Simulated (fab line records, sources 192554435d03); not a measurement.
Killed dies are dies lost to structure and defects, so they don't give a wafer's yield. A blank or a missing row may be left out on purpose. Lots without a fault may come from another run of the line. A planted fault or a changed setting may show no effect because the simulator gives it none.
Problem report in the 8D (eight disciplines) form, filled by code | flow n5_finfet | the parts of the form that need people (team, actions taken, sign-off) are left out

1. THE PROBLEM
killed_at_M4_up at N5_PASSIVATION_PROBE_49 reads a mean of 110 on 6 wafers of 2 lots; wafers without a fault read 14 with a standard deviation of 5.3. That is +18 standard deviations from the usual mean.
First seen on wafer L318.1, day 17 09:07, on prober-02. The record holds 6 wafers of 2 lots with a number at this step. Rule for "out", or "out of limits": more than 4 standard deviations from the usual mean. The other wafers with a number count as sound.

2. WHAT IT IS AND WHAT IT IS NOT
question                    | is                     | is not
which readings at this step | killed_at_M4_up        | killed_at_M0_to_M3, killed_at_contacts
which lots                  | L318, L321             | -
which wafers of those lots  | all that have a number | -
read on which tools         | prober-01, prober-02   | -
when                        | from day 17 09:07      | up to then (0 sound wafers)

3. SUSPECTS, AND WHAT RULES EACH OUT
Counting: a tool at a process step up to the reading stays a suspect if it ran every lot that is out and no sound lot after the first of them.
- wet_bench-02 at N5_BEOL_M9_PRECLEAN_42 (cleans in residue remover, time 60 s): kept. It ran every lot that is out, first L318 (day 14 21:41), and no sound lot after that.
Left after counting: wet_bench-02 at N5_BEOL_M9_PRECLEAN_42.

4. THE CAUSE (what the simulator had put in)
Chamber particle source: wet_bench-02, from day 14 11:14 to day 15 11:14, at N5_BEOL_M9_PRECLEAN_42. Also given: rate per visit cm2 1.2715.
Counting left only this tool.

5. THE CHAIN OF EFFECTS, in route order
Each row: a reading whose mean over the struck wafers that have a number lies more than 3 standard deviations from the usual. Only readings for which the record gives a usual standard deviation are gone through. hours: the time from each lot's start at the first step in this table that gives one to its start at this step, as a median over the lots. sigmas: the change in usual standard deviations.
hours | step                    | reading              | usual  | on struck wafers | change | sigmas
0     | N5_PASSIVATION_PROBE_49 | defect_limited_yield | 91.4 % | 82.6             | -8.8   | -5.8
0     | N5_PASSIVATION_PROBE_49 | killed_at_M4_up      | 14     | 110              | +96    | +18
0     | N5_PASSIVATION_PROBE_49 | killed_dies          | 102    | 205              | +103   | +6.1
0     | N5_PASSIVATION_PROBE_49 | killed_on_rim        | 13     | 28               | +15    | +3.9
0     | N5_PASSIVATION_PROBE_49 | sort_bin_5_function  | 5.1 %  | 10.4             | +5.3   | +5.5
0     | N5_PASSIVATION_PROBE_49 | sort_n_pass          | 1078   | 975              | -103   | -5.7
0     | N5_PASSIVATION_PROBE_49 | sort_yield_pct       | 91.3 % | 82.6             | -8.7   | -5.8
The process steps in it:
- N5_PASSIVATION_PROBE_49

6. WHAT WOULD HAVE CAUGHT IT SOONER
In this record the first reading out of limits was taken at day 17 09:07, 70 hours after the fault began at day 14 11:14.
All the lots that are out (2) had begun N5_BEOL_M9_PRECLEAN_42 on wet_bench-02 by day 17 09:07. A hold on the tool at that time would have spared none of them.
